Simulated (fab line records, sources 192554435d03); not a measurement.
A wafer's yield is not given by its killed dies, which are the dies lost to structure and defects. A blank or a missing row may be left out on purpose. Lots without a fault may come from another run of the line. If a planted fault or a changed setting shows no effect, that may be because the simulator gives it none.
Which tool was responsible? / flow n5 finfet / 33 wafers from 11 lots sampled at 2 of the route's 1938 steps

WHAT EACH GAUGE READ, for each wafer
N5_BEOL_M10_CD_MEAS_35: the cd target is 70 nm. Usual: cd nm at 70.2 nm, with a standard deviation of 0.52.
lot=L788; measured=day 10 17:37; on=cd sem-02; cd nm (nm)=70.8 71.2 70.6; flag=
lot=L791; measured=day 12 02:11; on=cd sem-03; cd nm (nm)=69.9 70.5 69.3; flag=
lot=L792; measured=day 12 10:26; on=cd sem-02; cd nm (nm)=71.1 70.6 70.5; flag=
lot=L795; measured=day 13 12:17; on=cd sem-02; cd nm (nm)=69.5 70.1 70.4; flag=
lot=L800; measured=day 13 19:31; on=cd sem-01; cd nm (nm)=69.6 69.8 69.8; flag=
lot=L799; measured=day 14 12:08; on=cd sem-01; cd nm (nm)=70.3 70.2 70.7; flag=
lot=L797; measured=day 14 13:05; on=cd sem-02; cd nm (nm)=70.3 69.8 69.3; flag=
lot=L801; measured=day 14 20:21; on=cd sem-03; cd nm (nm)=69.8 69.9 69.5; flag=
lot=L803; measured=day 14 20:35; on=cd sem-02; cd nm (nm)=69.5 70.6 69.6; flag=
lot=L805; measured=day 15 22:12; on=cd sem-01; cd nm (nm)=69.7 69.7 70.4; flag=
lot=L806; measured=day 16 03:06; on=cd sem-02; cd nm (nm)=70.9 71.0 71.0; flag=

WHICH TOOL RAN EACH LOT (tool, then ch and the chambers of the sampled wafers, then the start)
lot=L788; N5_BEOL_M10_TRENCH_ETCH_37=rie diel-02 ch 0,1,2, day 10 17:37 or earlier
lot=L791; N5_BEOL_M10_TRENCH_ETCH_37=rie diel-05 ch 2,3, day 12 02:11 or earlier
lot=L792; N5_BEOL_M10_TRENCH_ETCH_37=rie diel-02 ch 0,1, day 12 10:26 or earlier
lot=L795; N5_BEOL_M10_TRENCH_ETCH_37=rie diel-04 ch 0,1, day 13 12:17 or earlier
lot=L800; N5_BEOL_M10_TRENCH_ETCH_37=rie diel-02 ch 0,1,2, day 13 19:31 or earlier
lot=L799; N5_BEOL_M10_TRENCH_ETCH_37=rie diel-05 ch 2,3, day 14 12:08 or earlier
lot=L797; N5_BEOL_M10_TRENCH_ETCH_37=rie diel-04 ch 0,1,2, day 14 13:05 or earlier
lot=L801; N5_BEOL_M10_TRENCH_ETCH_37=rie diel-02 ch 0,3, day 14 20:21 or earlier
lot=L803; N5_BEOL_M10_TRENCH_ETCH_37=rie diel-05 ch 0,3, day 14 20:35 or earlier
lot=L805; N5_BEOL_M10_TRENCH_ETCH_37=rie diel-05 ch 1,2, day 15 22:12 or earlier
lot=L806; N5_BEOL_M10_TRENCH_ETCH_37=rie diel-02 ch 0,3, day 16 03:06 or earlier
- N5_BEOL_M10_TRENCH_ETCH_37: etches SiCOH lowk in C4F6/O2, target depth 148.83 nm, time 48 s.

WHAT THE TOOLS THEMSELVES READ (means of the sampled wafers that have a number; where no wafer has one, the mark that the record gives instead)
N5_BEOL_M10_TRENCH_ETCH_37. Usual: drypump motor current A 5.9 A, standard deviation 0.37; oes product au 0.81 a.u., standard deviation 0.086; rf vpp V 668 V, standard deviation 4.2; showerhead plenum p Torr 2.88 Torr, standard deviation 0.13; throttle valve pct 20.84 %, standard deviation 0.2.
lot=L788; tool=rie diel-02; drypump motor current A (A)=5.7; oes product au (a.u.)=0.86; rf vpp V (V)=671; showerhead plenum p Torr (Torr)=2.93; throttle valve pct (%)=20.76; flag=
lot=L791; tool=rie diel-05; drypump motor current A (A)=6.0; oes product au (a.u.)=0.87; rf vpp V (V)=671; showerhead plenum p Torr (Torr)=2.98; throttle valve pct (%)=20.84; flag=
lot=L792; tool=rie diel-02; drypump motor current A (A)=5.4; oes product au (a.u.)=0.80; rf vpp V (V)=669; showerhead plenum p Torr (Torr)=2.99; throttle valve pct (%)=20.78; flag=
lot=L795; tool=rie diel-04; drypump motor current A (A)=6.3; oes product au (a.u.)=0.88; rf vpp V (V)=666; showerhead plenum p Torr (Torr)=3.00; throttle valve pct (%)=20.65; flag=
lot=L800; tool=rie diel-02; drypump motor current A (A)=5.7; oes product au (a.u.)=0.82; rf vpp V (V)=671; showerhead plenum p Torr (Torr)=2.91; throttle valve pct (%)=20.80; flag=
lot=L799; tool=rie diel-05; drypump motor current A (A)=6.1; oes product au (a.u.)=0.88; rf vpp V (V)=666; showerhead plenum p Torr (Torr)=2.94; throttle valve pct (%)=20.83; flag=
lot=L797; tool=rie diel-04; drypump motor current A (A)=6.2; oes product au (a.u.)=0.87; rf vpp V (V)=665; showerhead plenum p Torr (Torr)=2.92; throttle valve pct (%)=20.80; flag=
lot=L801; tool=rie diel-02; drypump motor current A (A)=5.7; oes product au (a.u.)=0.73; rf vpp V (V)=664; showerhead plenum p Torr (Torr)=2.93; throttle valve pct (%)=20.73; flag=
lot=L803; tool=rie diel-05; drypump motor current A (A)=6.0; oes product au (a.u.)=0.83; rf vpp V (V)=666; showerhead plenum p Torr (Torr)=2.91; throttle valve pct (%)=20.79; flag=
lot=L805; tool=rie diel-05; drypump motor current A (A)=5.5; oes product au (a.u.)=0.74; rf vpp V (V)=667; showerhead plenum p Torr (Torr)=2.74; throttle valve pct (%)=21.10; flag=
lot=L806; tool=rie diel-02; drypump motor current A (A)=5.5; oes product au (a.u.)=0.75; rf vpp V (V)=664; showerhead plenum p Torr (Torr)=2.95; throttle valve pct (%)=20.75; flag=

THE ANSWER, worked out from the rows above alone
Rule: take the mean of a lot's wafers that have a number; if it is more than 3 standard deviations from the usual mean, the lot is off. A lot without any number at a reading at which 4 lots or more have one is off too. All remaining lots with rows at the step are treated as sound. After the gauges, taken in route order, come the tools' own readings; for these a lot's mean is taken, as printed above. The first step at which some lot is off is used, and at that step the reading that is off furthest; a lot without a number counts as furthest.
None of the lots is off at any reading shown; this tells nothing.

WHAT HAD BEEN PUT IN BY THE SIMULATOR
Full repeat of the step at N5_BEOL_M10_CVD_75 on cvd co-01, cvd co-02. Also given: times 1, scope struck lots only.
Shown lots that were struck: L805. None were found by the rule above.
